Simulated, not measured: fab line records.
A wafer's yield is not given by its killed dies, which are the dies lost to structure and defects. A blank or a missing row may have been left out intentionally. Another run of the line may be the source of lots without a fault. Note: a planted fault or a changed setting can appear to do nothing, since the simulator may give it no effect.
fab line records	flow nand-harc
[record] lots = 7	wafers = 21	last-day = 25
route steps=1159 shown A_STAIRCASE@519 END@1159
lots that met no fault: from a run of the same line without faults
start-h: hours from the record's opening day to when the first of the lot's shown wafers began	wait-h: time in hours since the lot's previous step	" identical to the entry in the row above	L1.1+2: a single row standing in for several wafers	- value missing, or start not given	* or withheld: withheld	< > ~ a bound
route shown NAME@n: names a module that has steps shown in the file, with the first one's number in the route	usual: the fault-free wafers' mean and standard deviation	same: alike in all rows	chamber/n: place in a boat	sites: per-site readings	_std_site: standard deviation of those values	_edge_site: outer sites' mean less inner sites'	radius-mm: how far each site lies from the wafer's centre	mask NAME#n: copy n	behind: the last tool/chamber to shape the wafer	hold: what put the lot on hold/how long, in hours/how the hold closed	device: whichever transistor did not switch (one of n, p or np)	end of line: the same wafers' tests at the end of the route	where a step has no rows: the recipe by itself	killed: count of dies lost to structure and defects at first sort (not the wafer's yield)	map: dies across one wafer; x = killed, . = not, _ = none there
set.NAME: the run value of the setting; set.NAME@STEP: its run value at that earlier step	model.NAME: the simulator's own value behind a step, which no gauge read
lots at selected steps of the route; one table per step, one row per wafer
services: the hour from which a tool's chamber was out of use, counted from the record's first day as start-h (under 0 if before that day), plus the number of hours and why
[[steps]]
[step NHARC_A_STAIRCASE_DEP_156]
[recipe] target-thk-a = 500	temp-c = 400	target-thk-nm = 50	flow-sccm = 200	rf-w = 450	material = SiNx
[step NHARC_A_STAIRCASE_DEHYDRATE_158]
[recipe] temp-c = 150	time-s = 120
[step NHARC_A_STAIRCASE_HMDS_159]
[recipe] time-s = 30
[step NHARC_A_STAIRCASE_COAT_160]
[recipe] spin-rpm = 1200
[step NHARC_A_STAIRCASE_SOFTBAKE_161]
[recipe] temp-c = 135	time-s = 170
[step NHARC_A_STAIRCASE_EBR_162]
[step NHARC_A_STAIRCASE_EXPOSE_163]
[recipe] na = 0.5	dose-mj = 20.01	mask-id = STAIR_OPEN
[step NHARC_A_STAIRCASE_PEB_164]
[recipe] peb-temp-c = 115	peb-time-s = 130
[step NHARC_A_STAIRCASE_DEVELOP_165]
[recipe] time-s = 140
[step NHARC_A_STAIRCASE_HARDBAKE_167]
[recipe] temp-c = 120	time-s = 140
[step NHARC_A_STAIRCASE_DESCUM_168]
[recipe] time-s = 3	o2-flow-sccm = 200	ar-flow-sccm = 0	bias-power-w = 0	chemistry = O2
[usual] drypump-motor-current-A = 5.8/0.44	oes-product-au = 1.001/0.0097	rf-vpp-V = 57.9/0.85	showerhead-plenum-p-Torr = 1.95/0.078	throttle-valve-pct = 11.309/0.0091
lot.wafer	tool	chamber	start-h	wait-h	drypump-motor-current-A	oes-product-au	rf-hours-counter-h	rf-vpp-V	showerhead-plenum-p-Torr	throttle-valve-pct
L607.1	rie-diel-04	2	228.60	-	5.9	0.995	44	56.9	1.91	11.308
L607.6	"	2	"	"	5.9	0.981	-	57.5	1.91	11.297
L607.4	"	0	"	"	6.3	0.992	-	57.5	1.99	11.305
L608.1	rie-diel-05	1	251.35	-	6.1	0.998	30	57.7	1.93	11.315
L608.6	"	2	"	"	6.3	0.999	-	58.2	2.07	11.315
L608.5	"	1	"	"	6.1	1.004	-	58.8	1.93	11.298
L612.4	rie-diel-05	3	263.58	-	5.0	1.035	36	58.1	1.99	11.312
L612.2	"	2	"	"	6.3	1.011	36	57.9	2.06	11.311
L612.5	"	3	"	"	5.0	1.013	-	57.7	1.99	11.307
L614.3	rie-diel-04	3	276.09	-	5.9	1.008	47	58.5	1.95	11.311
L614.1	"	0	"	"	6.3	1.003	59	57.2	1.98	11.317
L614.6	"	2	"	"	5.9	0.981	-	58.7	1.91	11.312
L625.4	rie-diel-04	2	339.53	-	5.9	0.989	15	55.9	1.90	11.312
L625.3	"	3	"	"	5.9	0.992	15	56.9	1.94	11.323
L625.6	"	1	"	"	5.8	1.002	-	56.5	1.79	11.299
L627.1	rie-diel-04	2	349.65	-	6.0	0.993	21	56.8	1.90	11.305
L627.5	"	3	"	"	5.9	0.991	-	56.2	1.94	11.304
L627.6	"	0	"	"	6.3	1.011	-	57.4	1.98	11.304
L629.2	rie-diel-04	2	372.87	-	5.9	1.007	28	57.3	1.90	11.317
L629.6	"	3	"	"	5.8	0.991	-	56.4	1.94	11.307
L629.5	"	0	"	"	6.2	1.013	-	57.2	1.97	11.308
[step NHARC_A_STAIRCASE_ETCH_169]
[recipe] target-depth-a = 500	time-s = 107.1	ion-energy-ev = 120	ch3f-flow-sccm = 50	o2-flow-sccm = 30	ar-flow-sccm = 200	rf-w = 500	bias-w = 100	chemistry = CH3F/O2
[usual] bias-w = 99.97/0.3	ch3f-flow-sccm = 49.99/0.15	drypump-motor-current-A = 5.8/0.43	oes-product-au = 0.953/0.02	rf-vpp-V = 244.9/1.7	showerhead-plenum-p-Torr = 2.49/0.1	throttle-valve-pct = 20.662/0.0087
lot.wafer	tool	chamber	start-h	wait-h	bias-w	ch3f-flow-sccm	drypump-motor-current-A	oes-product-au	rf-hours-counter-h	rf-vpp-V	showerhead-plenum-p-Torr	throttle-valve-pct
L607.1	rie-diel-04	0	228.76	0.2	100.52	49.77	6.3	0.929	43	245.1	2.55	20.661
L607.4	"	0	"	"	100.46	49.78	6.3	0.926	-	245.0	2.55	20.660
L607.6	"	2	"	"	99.65	50.26	5.9	0.922	-	245.6	2.46	20.652
L608.1	rie-diel-05	3	251.45	0.1	99.90	50.25	5.0	0.955	31	247.1	2.56	20.660
L608.5	"	1	"	"	100.25	50.15	6.1	0.961	-	244.6	2.48	20.664
L608.6	"	2	"	"	100.22	49.84	6.3	0.931	-	246.9	2.65	20.672
L612.2	rie-diel-05	2	263.68	0.1	100.70	49.93	6.3	0.974	36	246.9	2.65	20.661
L612.4	"	3	"	"	100.06	50.03	5.0	0.981	36	245.6	2.55	20.675
L612.5	"	2	"	"	100.40	49.93	6.4	0.973	-	246.8	2.65	20.663
L614.1	rie-diel-04	0	276.19	0.1	100.07	50.00	6.3	0.924	59	246.3	2.55	20.650
L614.3	"	3	"	"	99.96	49.91	5.9	0.935	47	245.9	2.50	20.673
L614.6	"	3	"	"	99.63	50.16	5.9	0.924	-	245.0	2.50	20.653
L625.3	rie-diel-04	0	339.61	0.1	100.24	49.91	6.3	0.967	14	245.9	2.54	20.666
L625.4	"	1	"	"	100.58	50.14	5.9	0.959	14	241.6	2.30	20.676
L625.6	"	0	"	"	100.02	50.04	6.3	0.961	-	246.1	2.54	20.670
L627.1	rie-diel-04	1	349.81	0.1	99.92	50.16	5.8	0.956	19	242.8	2.30	20.652
L627.6	"	3	"	"	99.72	50.01	5.9	0.944	-	244.1	2.49	20.676
L627.5	"	0	"	"	100.09	49.86	6.2	0.961	-	245.4	2.54	20.667
L629.2	rie-diel-04	0	372.94	0.1	99.66	49.88	6.3	0.948	28	246.0	2.53	20.676
L629.5	"	0	"	"	100.19	49.98	6.3	0.947	-	244.9	2.53	20.663
L629.6	"	1	"	"	99.52	50.23	5.9	0.947	-	242.5	2.30	20.667
[step NHARC_A_STAIRCASE_ETCH_170]
[recipe] target-depth-a = 2000	time-s = 66.667	ion-energy-ev = 250	c4f6-flow-sccm = 25	o2-flow-sccm = 20	ar-flow-sccm = 500	rf-w = 600	bias-w = 500	chemistry = C4F6/O2
[step NHARC_A_STAIRCASE_STRIP_171]
[recipe] power-w = 1500	temp-c = 250	chemistry = O2
[step NHARC_A_STAIRCASE_STRIP_172]
[recipe] time-s = 900	temp-c = 130	chemistry = SPM
[step NHARC_A_STAIRCASE_PRECLEAN_173]
[recipe] time-s = *	temp-c = 50	bath-age-min = 0	chemistry = SC1
[step NHARC_A_STAIRCASE_SRD_174]
[step NHARC_A_STAIRCASE_DEHYDRATE_01]
[recipe] temp-c = 150	time-s = 120
[step NHARC_A_STAIRCASE_HMDS_02]
[recipe] time-s = 30
[step NHARC_A_STAIRCASE_COAT_03]
[recipe] spin-rpm = 1200
[step NHARC_A_STAIRCASE_SOFTBAKE_04]
[recipe] temp-c = 135	time-s = 170
[step NHARC_A_STAIRCASE_EBR_05]
[step NHARC_A_STAIRCASE_EXPOSE_06]
[recipe] na = 0.5	dose-mj = 25.43	mask-id = STAIR
[step NHARC_A_STAIRCASE_PEB_07]
[recipe] peb-temp-c = 115	peb-time-s = 130
[step NHARC_A_STAIRCASE_DEVELOP_08]
[recipe] time-s = 140
[step NHARC_A_STAIRCASE_HARDBAKE_10]
[recipe] temp-c = 120	time-s = 140
[step NHARC_A_STAIRCASE_DESCUM_11]
[recipe] time-s = 3	o2-flow-sccm = 200	ar-flow-sccm = 0	bias-power-w = 0	chemistry = O2
[step NHARC_A_STAIRCASE_TRIM_12]
[recipe] time-s = 211.2	o2-flow-sccm = 500	ar-flow-sccm = 0	bias-w = 0	chemistry = O2
[step NHARC_A_STAIRCASE_ETCH_13]
[recipe] target-depth-a = 1000	time-s = 40.5	ion-energy-ev = 400	c4f8-flow-sccm = 20	o2-flow-sccm = 10	ar-flow-sccm = withheld	rf-w = 600	bias-w = 1000	chemistry = C4F8/O2
[step NHARC_A_STAIRCASE_TRIM_14]
[recipe] time-s = 211.2	o2-flow-sccm = 500	ar-flow-sccm = 0	bias-w = 0	chemistry = O2
[step NHARC_A_STAIRCASE_ETCH_15]
[recipe] target-depth-a = 1000	time-s = 40.5	ion-energy-ev = 400	c4f8-flow-sccm = 20	o2-flow-sccm = 10	ar-flow-sccm = withheld	rf-w = 600	bias-w = 1000	chemistry = C4F8/O2
[step NHARC_A_STAIRCASE_TRIM_16]
[recipe] time-s = 211.2	o2-flow-sccm = 500	ar-flow-sccm = 0	bias-w = 0	chemistry = O2
[step NHARC_A_STAIRCASE_ETCH_17]
[recipe] target-depth-a = 1000	time-s = 40.5	ion-energy-ev = 400	c4f8-flow-sccm = 20	o2-flow-sccm = 10	ar-flow-sccm = withheld	rf-w = 600	bias-w = 1000	chemistry = C4F8/O2
[usual] bias-w = 1000/3	oes-product-au = 0.943/0.011	rf-vpp-V = 898/5.3
lot.wafer	tool	chamber	start-h	wait-h	bias-w	oes-product-au	rf-hours-counter-h	rf-vpp-V
L607.4	rie-diel-05	1	-	-	998	0.931	24	897
L607.1	"	3	"	"	996	0.948	23	901
L607.6	"	1	"	"	998	0.941	-	896
L608.1	rie-diel-07	2	-	-	998	0.946	6	895
L608.5	"	3	"	"	995	0.955	-	908
L608.6	"	0	"	"	997	0.938	-	894
L612.4	rie-diel-04	2	-	-	1003	0.931	60	896
L612.2	"	3	"	"	993	0.952	43	899
L612.5	"	0	"	"	998	0.928	-	899
L614.3	rie-diel-04	3	-	-	997	0.938	48	898
L614.1	"	0	"	"	999	0.940	60	899
L614.6	"	0	"	"	997	0.930	-	900
L625.4	rie-diel-07	3	-	-	1004	0.949	37	905
L625.3	"	0	"	"	996	0.952	37	894
L625.6	"	2	"	"	1007	0.942	-	898
L627.1	rie-diel-05	2	-	-	1002	0.945	1	905
L627.6	"	3	"	"	998	0.954	-	900
L627.5	"	0	"	"	995	0.935	-	905
L629.2	rie-diel-05	3	-	-	999	0.940	9	900
L629.6	"	3	"	"	1004	0.931	-	901
L629.5	"	0	"	"	1001	0.949	-	903
[step NHARC_A_STAIRCASE_TRIM_18]
[recipe] time-s = 211.2	o2-flow-sccm = 500	ar-flow-sccm = 0	bias-w = 0	chemistry = O2
[step NHARC_A_STAIRCASE_ETCH_19]
[recipe] target-depth-a = 1000	time-s = 40.5	ion-energy-ev = 400	c4f8-flow-sccm = 20	o2-flow-sccm = 10	ar-flow-sccm = withheld	rf-w = 600	bias-w = 1000	chemistry = C4F8/O2
[usual] bias-w = 1000/3.3	oes-product-au = 0.942/0.011	rf-vpp-V = 898/5.4
lot.wafer	tool	chamber	start-h	wait-h	bias-w	oes-product-au	rf-hours-counter-h	rf-vpp-V
L607.4	rie-diel-05	0	-	-	1007	0.924	23	905
L607.1	"	3	"	"	996	0.947	23	900
L607.6	"	1	"	"	1002	0.937	-	898
L608.1	rie-diel-07	3	-	-	1004	0.950	5	905
L608.6	"	0	"	"	998	0.942	-	895
L608.5	"	1	"	"	1000	0.944	-	889
L612.4	rie-diel-04	2	-	-	998	0.924	60	896
L612.2	"	3	"	"	1005	0.939	44	899
L612.5	"	1	"	"	1007	0.947	-	889
L614.1	rie-diel-04	2	-	-	1000	0.940	65	894
L614.3	"	0	"	"	1001	0.934	61	899
L614.6	"	3	"	"	998	0.940	-	898
L625.3	rie-diel-07	1	-	-	1001	0.939	33	890
L625.4	"	3	"	"	999	0.940	37	905
L625.6	"	2	"	"	997	0.937	-	895
L627.1	rie-diel-05	0	-	-	1004	0.951	1	903
L627.6	"	1	"	"	998	0.944	-	897
L627.5	"	2	"	"	1003	0.953	-	904
L629.2	rie-diel-05	3	-	-	1002	0.951	9	900
L629.6	"	1	"	"	1004	0.940	-	896
L629.5	"	2	"	"	1002	0.938	-	904
[step NHARC_A_STAIRCASE_TRIM_20]
[recipe] time-s = 211.2	o2-flow-sccm = 500	ar-flow-sccm = 0	bias-w = 0	chemistry = O2
[step NHARC_A_STAIRCASE_ETCH_21]
[recipe] target-depth-a = 1000	time-s = 40.5	ion-energy-ev = 400	c4f8-flow-sccm = 20	o2-flow-sccm = 10	ar-flow-sccm = withheld	rf-w = 600	bias-w = 1000	chemistry = C4F8/O2
[usual] bias-w = 1000/3.1	oes-product-au = 0.948/0.017	rf-vpp-V = 898/5.3
lot.wafer	tool	chamber	start-h	wait-h	bias-w	oes-product-au	rf-hours-counter-h	rf-vpp-V
L607.1	rie-diel-05	0	-	-	999	0.918	23	904
L607.4	"	1	"	"	999	0.927	25	897
L607.6	"	0	"	"	1001	0.934	-	905
L608.1	rie-diel-04	3	-	-	1005	0.953	39	899
L608.5	"	1	"	"	999	0.967	-	889
L608.6	"	2	"	"	993	0.953	-	896
L612.4	rie-diel-04	1	-	-	998	0.938	60	888
L612.2	"	2	"	"	1002	0.934	60	896
L612.5	"	3	"	"	997	0.956	-	898
L614.3	rie-diel-04	0	-	-	999	0.941	61	900
L614.1	"	1	"	"	1002	0.918	61	887
L614.6	"	0	"	"	996	0.947	-	902
L625.3	rie-diel-04	1	-	-	995	0.970	16	888
L625.4	"	3	"	"	1007	0.946	17	897
L625.6	"	1	"	"	995	0.963	-	887
L627.1	rie-diel-04	0	-	-	1004	0.950	21	900
L627.5	"	1	"	"	998	0.965	-	886
L627.6	"	2	"	"	1000	0.964	-	895
L629.2	rie-diel-05	3	-	-	1000	0.953	9	898
L629.5	"	2	"	"	999	0.958	-	904
L629.6	"	3	"	"	996	0.952	-	900
[step NHARC_A_STAIRCASE_TRIM_22]
[recipe] time-s = 211.2	o2-flow-sccm = 500	ar-flow-sccm = 0	bias-w = 0	chemistry = O2
[step NHARC_A_STAIRCASE_ETCH_23]
[recipe] target-depth-a = 1000	time-s = 40.5	ion-energy-ev = 400	c4f8-flow-sccm = 20	o2-flow-sccm = 10	ar-flow-sccm = withheld	rf-w = 600	bias-w = 1000	chemistry = C4F8/O2
[usual] bias-w = 999.6/2.9	oes-product-au = 0.945/0.012	rf-vpp-V = 897/5.3
lot.wafer	tool	chamber	start-h	wait-h	bias-w	oes-product-au	rf-hours-counter-h	rf-vpp-V
L607.1	rie-diel-05	2	-	-	998.3	0.943	26	906
L607.4	"	0	"	"	996.1	0.930	24	903
L607.6	"	2	"	"	1000.4	0.950	-	905
L608.1	rie-diel-04	1	-	-	998.8	0.952	56	889
L608.6	"	0	"	"	1000.6	0.950	-	901
L608.5	"	1	"	"	1002.9	0.953	-	888
L612.2	rie-diel-04	3	-	-	1000.9	0.951	44	900
L612.4	"	0	"	"	998.5	0.944	56	901
L612.5	"	2	"	"	997.4	0.940	-	896
L614.3	rie-diel-04	1	-	-	1000.0	0.948	61	888
L614.1	"	2	"	"	998.5	0.938	65	896
L614.6	"	1	"	"	997.6	0.940	-	889
L625.4	rie-diel-04	1	-	-	1005.6	0.951	17	888
L625.3	"	3	"	"	1005.5	0.937	18	898
L625.6	"	0	"	"	1001.6	0.949	-	899
L627.1	rie-diel-04	0	-	-	1000.4	0.954	21	899
L627.6	"	2	"	"	1002.3	0.965	-	895
L627.5	"	3	"	"	992.5	0.956	-	897
L629.2	rie-diel-05	1	-	-	1000.9	0.937	10	896
L629.6	"	1	"	"	1003.8	0.930	-	896
L629.5	"	2	"	"	998.2	0.939	-	904
[step NHARC_END_SORT_01]
[recipe] temp-c = 25
[usual] killed-at-array = 27/12	killed-at-other = 0.8/1	killed-at-periphery = 4.0/2.5	killed-dies = 32/11	killed-open = 3.3/1.8	killed-short = 2.0/1.5
[same] gross-dies = 677
lot.wafer	tool	chamber	start-h	wait-h	killed-at-array	killed-at-other	killed-at-periphery	killed-dies	killed-open	killed-short
L614.1	prober-01	0	472.13	2.5	23	5	2	30	4	2
L614.3	prober-01	0	473.74	3.1	29	3	7	39	4	1
L614.6	prober-01	0	476.14	4.0	30	2	4	36	3	3
L625.3	prober-01	0	553.35	3.1	78	0	2	80	5	0
L625.4	prober-01	0	554.15	3.4	68	0	1	69	0	0
L625.6	prober-01	0	555.76	4.0	84	0	2	86	1	1
L627.1	prober-02	0	557.60	2.5	80	1	4	85	9	5
L627.5	prober-02	0	560.76	3.7	90	1	5	96	5	8
L627.6	prober-02	0	561.54	3.9	141	1	4	146	3	2
L629.2	prober-02	0	589.09	2.8	58	0	5	63	5	1
L629.5	prober-02	0	591.48	3.7	64	4	6	74	3	4
L629.6	prober-02	0	592.28	4.0	53	0	7	60	2	1
// killed by level:class
L614.1 A_CHANNEL_HOLE_D1:chamber-film-flake=13 THIN_TSV:chamber-film-flake=5 A_STAIRCASE:chamber-film-flake=3 P_M0:geometric-particle:open=2 A_CONTACT:chamber-film-flake=2 A_SGD_CUT:geometric-particle:short=1 A_CONTACT:geometric-particle:open=1 A_M0:geometric-particle:short=1
L614.3 A_CHANNEL_HOLE_D1:chamber-film-flake=12 A_STAIRCASE:chamber-film-flake=8 A_CONTACT:chamber-film-flake=5 P_GATE:chamber-film-flake=4 THIN_TSV:chamber-film-flake=3 A_CONTACT:geometric-particle:open=2 P_CONTACT:geometric-particle:open=1 P_M0:geometric-particle:short=1
L614.6 A_CHANNEL_HOLE_D1:chamber-film-flake=14 A_STAIRCASE:chamber-film-flake=7 A_CONTACT:chamber-film-flake=4 A_M0:geometric-particle:short=2 P_GATE:chamber-film-flake=2 THIN_TSV:chamber-film-flake=2 P_CONTACT:geometric-particle:open=1 A_CHANNEL_FILL_D1:geometric-particle:short=1
L625.3 A_STAIRCASE:unspecified=39 A_CHANNEL_HOLE_D1:chamber-film-flake=18 A_SLIT:chamber-film-flake=12 A_STAIRCASE:chamber-film-flake=3 A_STAIRCASE:geometric-particle:open=1 A_WL_FILL:geometric-particle:open=1 A_CONTACT:geometric-particle:open=1 A_BLC:geometric-particle:open=1
L625.4 A_STAIRCASE:unspecified=32 A_SLIT:chamber-film-flake=15 A_CHANNEL_HOLE_D1:chamber-film-flake=12 A_CONTACT:chamber-film-flake=6 P_M0:chamber-film-flake=1 A_STAIRCASE:chamber-film-flake=1 A_WL_FILL:chamber-film-flake=1 A_BLC:chamber-film-flake=1
L625.6 A_STAIRCASE:unspecified=37 A_CHANNEL_HOLE_D1:chamber-film-flake=20 A_SLIT:chamber-film-flake=16 A_STAIRCASE:chamber-film-flake=5 A_CONTACT:chamber-film-flake=4 P_M0:geometric-particle:open=1 A_M0:geometric-particle:short=1 P_STI:chamber-film-flake=1
L627.1 A_STAIRCASE:unspecified=31 A_CHANNEL_HOLE_D1:chamber-film-flake=22 A_SLIT:chamber-film-flake=12 A_STAIRCASE:chamber-film-flake=3 A_CHANNEL_FILL_D1:geometric-particle:short=3 P_GATE:geometric-particle:open=2 A_ONON_D1:geometric-particle:open=2 A_CONTACT:geometric-particle:short=2
L627.5 A_STAIRCASE:unspecified=39 A_CHANNEL_HOLE_D1:chamber-film-flake=17 A_SLIT:chamber-film-flake=15 A_WL_FILL:geometric-particle:short=4 A_CONTACT:chamber-film-flake=4 A_STAIRCASE:chamber-film-flake=3 P_CONTACT:geometric-particle:short=2 A_M1:chamber-film-flake=2
L627.6 A_STAIRCASE:unspecified=92 A_CHANNEL_HOLE_D1:chamber-film-flake=20 A_SLIT:chamber-film-flake=13 A_CONTACT:chamber-film-flake=8 A_STAIRCASE:chamber-film-flake=4 P_CONTACT:geometric-particle:open=2 P_M1:geometric-particle:short=1 A_CHANNEL_HOLE_D1:geometric-particle:short=1
L629.2 A_STAIRCASE:unspecified=39 A_CHANNEL_HOLE_D1:chamber-film-flake=9 A_CONTACT:chamber-film-flake=4 P_GATE:chamber-film-flake=3 A_CONTACT:geometric-particle:open=2 A_STAIRCASE:chamber-film-flake=2 P_CONTACT:geometric-particle:open=1 P_M0:geometric-particle:open=1
L629.5 A_STAIRCASE:unspecified=43 A_CHANNEL_HOLE_D1:chamber-film-flake=9 P_M1:chamber-film-flake=5 A_CONTACT:chamber-film-flake=4 THIN_TSV:chamber-film-flake=4 A_STAIRCASE:chamber-film-flake=2 P_GATE:geometric-particle:open=1 A_SOURCE_PLATE:geometric-particle:short=1
L629.6 A_STAIRCASE:unspecified=30 A_CHANNEL_HOLE_D1:chamber-film-flake=12 P_GATE:chamber-film-flake=4 P_M1:chamber-film-flake=3 A_CONTACT:chamber-film-flake=3 A_STAIRCASE:chamber-film-flake=2 A_CHANNEL_FILL_D1:chamber-film-flake=2 A_ONON_D1:geometric-particle:short=1
// map L625.6 (x killed, . not)
____________.____________
_________......x_________
_______x.........._______
______.............______
_____..............._____
____.................____
____.................____
___.................xx___
___x.................x___
__x..................xx__
__..........x..x....xxx__
_.............xx....xxxx_
_....................xxx_
_........x.xxxxx....xxxx_
_.......x.xxxx....x.xxxx_
_..........xxxxxxx...xxx_
.......x....xxxxx..x..xxx
......................xxx
...........x...x.x....xxx
.........x....xx..x......
.......x..............x.x
_......................._
_....x.................._
_............x.......x.._
_......................._
_......................._
__.....................__
__..........x..........__
___...................___
___...................___
____.................____
____.................____
_____......x........_____
______.............______
_______......x..x._______
_________......._________
____________.____________
// map L627.6 (x killed, . not)
____________.____________
_________......._________
_______..........._______
______.............______
_____..............._____
____..x..............____
____x..........x.....____
___xxxx............x..___
___xxxxxx.........x...___
__xxxxxx......x.x......__
__xxxxxxx..............__
_xxxxxxxx..x.........x.._
_xxxxxxxx.x.x.x........._
_xxxxxxxx..xxxxx.....x.._
_xxxxxxxx.x.xxx.x......._
_xxxxxxxx.....xxx..x...._
xxxxxxxxx..xxx.x.x.......
xxxxxx......xx.x.........
.xxxxxx...x....x.x.......
.x.xxx..x....x.....x.....
........x.......x........
_.....x................._
_............x.........._
_....x....x..........x.._
_......................._
_...............x......._
__x....................__
__.......x..x..........__
___x..................___
___.................x.___
____.................____
____x........x.......____
_____........x......_____
______.............______
_______......x...._______
_________......._________
____________.____________
[[services]]
tool	chamber	start-h	hours	kind
rie-diel-04	-	206.60	0.8	repair
rie-diel-04	0	218.92	-	clean
rie-diel-04	1	218.92	-	clean
rie-diel-04	2	218.92	-	clean
rie-diel-04	3	218.92	-	clean
rie-diel-07	-	228.70	9.0	pm
rie-diel-04	0	243.42	-	clean
rie-diel-04	1	243.42	-	clean
rie-diel-04	2	243.42	-	clean
rie-diel-04	3	243.42	-	clean
rie-diel-05	0	250.14	1.2	repair
rie-diel-07	3	259.11	11.9	repair
rie-diel-07	0	266.82	8.3	repair
rie-diel-04	0	267.92	-	clean
rie-diel-04	1	267.92	-	clean
rie-diel-04	2	267.92	-	clean
rie-diel-04	3	267.92	-	clean
rie-diel-04	1	269.64	10.0	repair
rie-diel-07	1	284.16	23.1	repair
rie-diel-04	-	288.90	9.0	pm
rie-diel-04	0	288.90	9.0	vent-cycle
rie-diel-04	1	288.90	11.2	vent-cycle
rie-diel-04	2	288.90	9.0	vent-cycle
rie-diel-05	-	340.63	9.0	pm
[[key]]
[first-sign] step = NHARC_END_SORT_01	reading = killed-dies	direction = up	sigmas = 4.7	usual = 32	struck = 84
[effect] step = NHARC_END_SORT_01	reading = killed-at-array	direction = up	sigmas = 4.5	usual = 27	struck = 80
[more-kills-born-at] NHARC_A_STAIRCASE_ETCH_169@rie-diel-04 = 380
met-at NHARC_A_STAIRCASE_ETCH_169
struck-wafers L625.3,L625.4,L625.6,L627.1,L627.5,L627.6,L629.2,L629.5,L629.6
tester-left-out L625,L627,L629
onset-between 276.19 339.61
also-fits time
[fault] kind = chamber-particle-source	tool = rie-diel-04	chamber = -	onset-h = 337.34	steps = NHARC_A_STAIRCASE_ETCH_169	rate-per-visit-cm2 = 1.9244	end-h = 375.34
// tester-left-out: of these lots the tester's yield and bins aren't shown, on N5 and GAA mostly nor the transistor test; their killed dies are dies lost to structure and defects alone, not to doping, threshold or leakage, so they don't give the yield
